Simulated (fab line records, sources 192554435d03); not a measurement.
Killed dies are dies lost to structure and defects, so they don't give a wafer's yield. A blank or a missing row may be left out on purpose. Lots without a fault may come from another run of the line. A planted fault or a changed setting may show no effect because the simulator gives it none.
fab line records | flow n5_finfet
record lots=9 wafers=27 last_day=17
route steps=1938 shown SD_EPI_P@306 SD_ACTIVATION@334 ILD0@337 BEOL_M4@1111
lots that met no fault: from a run of the same line without faults
start_h: hours from the record's first day to the start of the lot's first wafer shown | wait_h: hours since the lot's step before | " the same as in the row above | L1.1+2: a row that stands for several wafers | - no value, or no start given | * or withheld: withheld | < > ~ a bound
route shown NAME@n: a module of which the file shows steps, and the number in the route of the first | usual: mean/standard deviation of fault-free wafers | same: alike in all rows | chamber/n: place in a boat | sites: the reading at each site | _std_site: their standard deviation | _edge_site: outer sites' mean less inner sites' | radius_mm: how far each site lies from the wafer's centre | mask NAME#n: copy n | behind: the tool/chamber that last shaped the wafer | hold: why the lot was held/for how many hours/how that ended | device: the transistor (n, p or np) that didn't switch | end of line: the same wafers' tests at the end of the route | a step without rows: its recipe alone | killed: dies lost to structure and defects at the first sort, not the wafer's yield | map: a wafer's dies, x killed, . not, _ none there
set.NAME: the setting as run; set.NAME@STEP: as run at that earlier step | model.NAME: the simulator's own value behind a step, which no gauge read
steps of the route over a sample of lots; a table a step, a row a wafer
services: from which hour (start_h, from the record's first day; less than 0 if before it) a tool's chamber was out of use, for how many hours, and why
## steps
# step N5_SD_EPI_P_DESCUM_14
# recipe chemistry=O2 time_s=7.9 source_power_w=50 bias_power_w=20 pressure_mtorr=20 rf_frequency_hz=2.712e+07 temp_c=40 resist=CAR-ArF-block o2_flow_sccm=225
# usual drypump_motor_current_A=5.8/0.56 oes_product_au=0.75/0.068 rf_vpp_V=243.4/1.5 showerhead_plenum_p_Torr=2.10/0.07 temp_c=40.00/0.12 throttle_valve_pct=20.30/0.25
# same time_s=7.9
# columns lot.wafer tool chamber start_h wait_h drypump_motor_current_A oes_product_au rf_hours_counter_h rf_vpp_V showerhead_plenum_p_Torr temp_c throttle_valve_pct
L842.4 rie_diel-06 1 52.67 0.0 5.4 0.92 17 244.3 2.12 40.01 19.75
L842.5 " 2 " " 6.2 0.67 - 241.9 2.03 39.90 20.73
L842.6 " 3 " " 5.2 0.75 - 241.9 2.03 39.91 20.44
L844.2 rie_diel-02 1 66.52 0.0 5.1 0.72 190 244.3 2.16 40.04 20.12
L844.3 " 2 " " 6.4 0.77 148 241.3 2.04 39.83 20.57
L844.4 " 3 " " 6.5 0.73 154 242.7 2.05 40.08 20.10
L845.3 rie_diel-04 1 74.85 0.0 6.3 0.74 163 245.0 2.16 40.14 19.90
L845.4 " 3 " " 5.9 0.71 200 241.7 1.99 39.89 20.38
L845.5 " 0 " " 5.3 0.78 - 244.8 2.17 40.16 20.28
L848.1 rie_diel-04 3 93.92 0.0 5.9 0.70 206 242.6 1.99 39.87 20.39
L848.2 " 2 " " 4.9 0.74 180 243.6 2.18 40.08 20.38
L848.5 " 3 " " 5.9 0.70 - 241.1 1.99 40.07 20.40
L850.1 rie_diel-02 1 103.75 0.1 5.1 0.71 203 245.7 2.15 40.15 20.13
L850.4 " 2 " " 6.3 0.75 161 242.4 2.04 40.12 20.60
L850.5 " 0 " " 6.4 0.68 - 245.3 2.16 39.89 20.53
L854.1 rie_diel-02 2 126.75 0.0 6.3 0.75 168 241.0 2.04 40.12 20.60
L854.2 " 1 " " 5.1 0.70 210 244.6 2.15 39.86 20.15
L854.6 " 0 " " 6.4 0.68 - 244.1 2.16 39.89 20.55
L858.1 rie_diel-04 1 149.96 0.2 6.2 0.72 186 243.9 2.15 39.99 19.94
L858.4 " 1 " " 6.2 0.72 - 243.2 2.15 40.09 19.96
L858.5 " 3 " " 5.9 0.69 - 242.2 1.98 39.75 20.45
L859.2 rie_diel-04 0 156.15 0.0 5.3 0.76 145 244.8 2.16 39.97 20.33
L859.3 " 3 " " 5.9 0.69 227 240.6 1.98 39.96 20.45
L859.5 " 0 " " 5.3 0.76 - 246.5 2.16 39.83 20.32
L861.1 rie_diel-04 0 169.39 0.1 5.3 0.76 150 244.8 2.16 39.93 20.32
L861.2 " 1 " " 6.3 0.71 194 245.5 2.15 39.83 19.97
L861.6 " 1 " " 6.2 0.72 - 245.3 2.15 39.66 19.96
# step N5_SD_EPI_P_ETCH_36
# recipe chemistry=CF4 target=SiARC target_depth_a=455 mask_material=CAR-ArF-block time_s=75.8 ion_energy_ev=80 pressure_mtorr=40 source_w=545 bias_w=36 Ar_flow_sccm=100 cf4_flow_sccm=100 ends=cleared
# usual drypump_motor_current_A=5.8/0.56 etch_rf_on_time_s=75.8/2.9 oes_product_au=0.64/0.06 rf_vpp_V=184.2/1.3 showerhead_plenum_p_Torr=2.16/0.072 throttle_valve_pct=15.58/0.17
# columns lot.wafer tool chamber start_h wait_h drypump_motor_current_A etch_rf_on_time_s oes_product_au rf_hours_counter_h rf_vpp_V showerhead_plenum_p_Torr throttle_valve_pct
L842.4 rie_diel-06 1 52.70 0.0 5.4 74.8 0.78 17 183.1 2.18 15.10
L842.5 " 2 " " 6.1 78.5 0.58 - 182.7 2.11 16.10
L842.6 " 3 " " 5.2 74.6 0.65 - 182.8 2.05 15.44
L844.2 rie_diel-02 1 66.55 0.0 5.1 74.6 0.63 190 184.8 2.22 15.44
L844.3 " 2 " " 6.4 73.3 0.66 148 184.1 2.06 15.52
L844.4 " 3 " " 6.5 81.5 0.61 154 184.4 2.15 15.62
L845.3 rie_diel-04 1 74.89 0.0 6.3 76.6 0.64 163 184.6 2.24 15.38
L845.4 " 3 " " 5.9 79.3 0.60 200 183.4 2.05 15.75
L845.5 " 0 " " 5.3 77.9 0.66 - 184.3 2.23 15.56
L848.1 rie_diel-04 3 93.95 0.0 5.9 79.3 0.59 206 181.4 2.05 15.75
L848.2 " 2 " " 4.9 74.7 0.64 180 184.7 2.22 15.64
L848.5 " 3 " " 5.9 80.0 0.59 - 182.3 2.05 15.76
L850.1 rie_diel-02 1 103.79 0.0 5.1 74.0 0.61 203 184.6 2.21 15.46
L850.4 " 2 " " 6.3 74.0 0.65 161 183.0 2.05 15.55
L850.5 " 0 " " 6.5 71.5 0.60 - 186.5 2.20 15.76
L854.1 rie_diel-02 2 126.78 0.0 6.3 73.7 0.64 168 182.9 2.05 15.55
L854.2 " 1 " " 5.1 74.4 0.61 210 185.8 2.21 15.48
L854.6 " 0 " " 6.4 71.0 0.60 - 184.9 2.20 15.76
L858.1 rie_diel-04 1 150.00 0.0 6.3 76.5 0.62 186 185.5 2.23 15.43
L858.4 " 1 " " 6.3 75.8 0.62 - 184.8 2.23 15.44
L858.5 " 3 " " 5.9 79.7 0.59 - 181.2 2.05 15.79
L859.2 rie_diel-04 0 156.18 0.0 5.3 78.8 0.64 145 184.3 2.22 15.60
L859.3 " 3 " " 5.9 80.9 0.58 227 183.8 2.05 15.80
L859.5 " 0 " " 5.3 77.6 0.64 - 186.9 2.22 15.60
L861.1 rie_diel-04 0 169.42 0.0 5.3 76.2 0.65 150 185.3 2.22 15.62
L861.2 " 1 " " 6.2 75.7 0.62 194 185.3 2.23 15.46
L861.6 " 1 " " 6.2 75.2 0.63 - 186.3 2.23 15.47
# step N5_SD_ACTIVATION_INSPECT_02
# recipe inspect_instrument=darkfield mode=post_anneal
# usual raw_defect_count=168/34
# columns lot.wafer tool chamber start_h wait_h raw_defect_count
L842.4 defect_inspect-01 - 58.00 0.1 166
L842.5 " - " " 187
L842.6 " - " " 135
L844.2 defect_inspect-02 - 71.28 0.1 149
L844.3 " - " " 175
L844.4 " - " " 187
L845.3 defect_inspect-02 - 79.36 0.1 181
L845.4 " - " " 174
L845.5 " - " " 171
L848.1 defect_inspect-01 - 99.22 0.2 191
L848.2 " - " " 192
L848.5 " - " " 218
L850.1 defect_inspect-01 - 109.15 0.2 179
L850.4 " - " " 200
L850.5 " - " " 180
L854.1 defect_inspect-01 - 132.06 0.2 142
L854.2 " - " " 113
L854.6 " - " " 222
L858.1 defect_inspect-02 - 155.39 0.2 156
L858.4 " - " " 193
L858.5 " - " " 164
L859.2 defect_inspect-02 - 161.52 0.2 182
L859.3 " - " " 211
L859.5 " - " " 145
L861.1 defect_inspect-02 - 174.70 0.2 162
L861.2 " - " " 143
L861.6 " - " " 134
# step N5_ILD0_CURE_02
# recipe temp_c=450 time_s=1800 ambient=steam idle_temp_c=400 ramp_up_c_per_min=5 ramp_down_c_per_min=3 densification_p_h2o_torr=640
# usual densification_p_h2o_torr=640.3/1.2 spike_tc_bottom_C=474.9/1.9 spike_tc_upper_C=450.1/1.1 time_s=1800/0 zone_power_upper_pct=5.4/0.51
# columns lot.wafer tool chamber start_h wait_h densification_p_h2o_torr spike_tc_bottom_C spike_tc_upper_C time_s zone_power_upper_pct
L842.4 furnace-01 0 59.68 0.3 642.4 476.5 451.9 1800 5.9
L842.5 " 0 " " 639.6 475.9 449.9 1800 5.8
L842.6 " 0 " " 638.1 474.3 451.6 1800 5.7
L844.2 furnace-01 0 72.57 0.3 640.8 475.1 449.5 1800 5.8
L844.3 " 0 " " 641.1 476.8 450.5 1800 5.9
L844.4 " 0 " " 641.7 477.2 451.4 1800 5.7
L845.3 furnace-02 0 80.20 0.2 638.3 473.1 450.1 1800 5.1
L845.4 " 0 " " 638.4 472.4 449.8 1800 5.2
L845.5 " 0 " " 639.4 473.0 449.1 1800 5.2
L848.1 furnace-02 0 100.07 0.3 640.1 474.6 450.8 1800 5.2
L848.2 " 0 " " 640.3 472.1 449.9 1800 5.2
L848.5 " 0 " " 641.2 472.7 450.5 1800 5.3
L850.1 furnace-01 0 110.14 0.3 640.3 477.4 448.2 1800 5.8
L850.4 " 0 " " 641.7 475.3 448.2 1800 5.8
L850.5 " 0 " " 641.1 476.1 450.3 1800 5.8
L854.1 furnace-01 0 132.92 0.3 640.4 476.7 450.9 1800 5.7
L854.2 " 0 " " 639.7 475.0 451.8 1800 5.8
L854.6 " 0 " " 639.8 476.4 449.6 1800 5.8
L858.1 furnace-01 - 156.35 0.3 - - - - -
L858.4 " - " " - - - - -
L858.5 " - " " - - - - -
L859.2 furnace-01 - 162.64 0.3 - - - - -
L859.3 " - " " - - - - -
L859.5 " - " " - - - - -
L861.1 furnace-01 0 175.55 0.3 640.8 477.5 449.9 1800 5.8
L861.2 " 0 " " 640.7 475.6 452.0 1800 5.8
L861.6 " 0 " " 643.2 475.4 452.0 1800 5.9
# step N5_BEOL_M4_RC_MEAS_101
# usual DIBL_N=37.0/2.3 DIBL_P=37.3/2.8 IOFF_N=0.17/0.046 IOFF_P=0.23/0.054 ION_N=675/14 ION_P=460/9.3 SS_N=71.7/0.73 SS_P=73.6/0.95 VT_N=249/3.9 VT_P=-250/3.9
# columns lot.wafer tool chamber start_h wait_h DIBL_N[mV/V] DIBL_P[mV/V] IOFF_N[nA/um] IOFF_P[nA/um] ION_N[uA/um] ION_P[uA/um] SS_N[mV/dec] SS_P[mV/dec] VT_N[mV] VT_P[mV]
L842.4 prober-02 0 167.30 0.5 40.3 40.9 0.23 0.31 680 471 72.2 74.8 243 -246
L842.5 " 0 " " 37.1 35.4 0.15 0.21 676 464 71.3 73.7 251 -251
L842.6 " 0 " " 43.8 44.8 0.36 0.42 712 478 73.7 76.2 240 -243
L844.2 prober-02 0 173.38 0.2 39.7 40.0 0.23 0.29 673 460 72.5 74.6 247 -249
L844.3 " 0 " " 36.8 37.0 0.16 0.21 670 462 71.8 74.2 250 -252
L844.4 " 0 " " 33.8 34.2 0.13 0.18 662 458 71.0 72.5 250 -252
L845.3 prober-02 0 190.91 0.3 37.5 37.8 0.18 0.19 682 454 72.0 73.1 248 -252
L845.4 " 0 " " 36.0 36.8 0.16 0.18 676 453 71.0 73.5 249 -254
L845.5 " 0 " " 41.5 43.3 0.27 0.28 694 461 73.1 75.4 244 -246
L848.1 prober-02 0 200.18 0.0 35.3 36.6 0.15 0.19 670 458 71.4 73.1 253 -255
L848.2 " 0 " " 38.5 39.5 0.22 0.25 703 474 72.1 73.8 245 -251
L848.5 " 0 " " 39.3 40.8 0.23 0.27 706 471 72.3 74.8 248 -249
L850.1 prober-01 0 221.92 0.0 38.9 41.4 0.20 0.29 679 467 71.3 74.8 248 -246
L850.4 " 0 " " 37.5 38.2 0.16 0.23 682 470 72.1 74.1 249 -250
L850.5 " 0 " " 38.8 40.7 0.21 0.28 691 474 72.2 74.7 248 -246
L854.1 prober-02 0 248.20 0.0 32.2 32.4 0.11 0.18 655 460 70.1 72.2 256 -253
L854.2 " 0 " " 39.6 41.7 0.26 0.34 701 478 71.5 75.0 240 -244
L854.6 " 0 " " 37.6 38.2 0.19 0.26 678 465 72.0 73.4 247 -245
L858.1 prober-01 0 285.46 0.0 39.3 41.4 0.23 0.26 687 466 72.8 74.4 246 -248
L858.4 " 0 " " 41.2 44.0 0.28 0.32 705 470 73.7 75.4 241 -245
L858.5 " 0 " " 36.0 36.5 0.16 0.19 681 456 71.7 73.3 248 -253
L859.2 prober-02 0 286.35 0.2 33.5 30.7 0.10 0.13 641 440 71.0 72.3 257 -258
L859.3 " 0 " " 36.2 35.0 0.14 0.18 664 452 71.2 73.1 250 -254
L859.5 " 0 " " 37.3 35.0 0.16 0.18 666 448 72.1 73.3 250 -253
L861.1 prober-02 0 288.93 0.0 36.2 33.2 0.15 0.18 670 456 71.6 72.5 253 -253
L861.2 " 0 " " 37.1 35.2 0.17 0.21 676 454 71.7 72.8 250 -253
L861.6 " 0 " " 35.3 33.1 0.13 0.18 677 466 70.6 73.1 252 -250
## services
# columns tool chamber start_h hours kind
rie_diel-02 - 56.31 0.1 repair
rie_diel-06 2 58.45 - clean
rie_diel-06 2 58.45 - consumable_replace:focus_ring
rie_diel-06 2 58.45 18.1 scheduled_down
rie_diel-06 2 58.45 18.1 vent_cycle
rie_diel-04 2 105.53 3.5 repair
rie_diel-02 0 133.14 - clean
rie_diel-02 0 133.14 - consumable_replace:focus_ring
rie_diel-02 0 133.14 16.0 scheduled_down
rie_diel-02 0 133.14 16.0 vent_cycle
rie_diel-04 2 140.05 19.5 repair
## key
first_sign step=N5_ILD0_CURE_02 reading=tool_record direction=missing
effect none on later readings
met_at N5_ILD0_CURE_02
struck_lots L858,L859
not_acting_at N5_SD_EPI_P_DESCUM_14,N5_SD_EPI_P_ETCH_36,N5_SD_ACTIVATION_INSPECT_02
onset_between 132.92 156.35
fault kind=skipped_step_whole tool=furnace-01 chamber=- onset_h=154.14 steps=N5_ILD0_CURE_02 scope=struck_lots_only
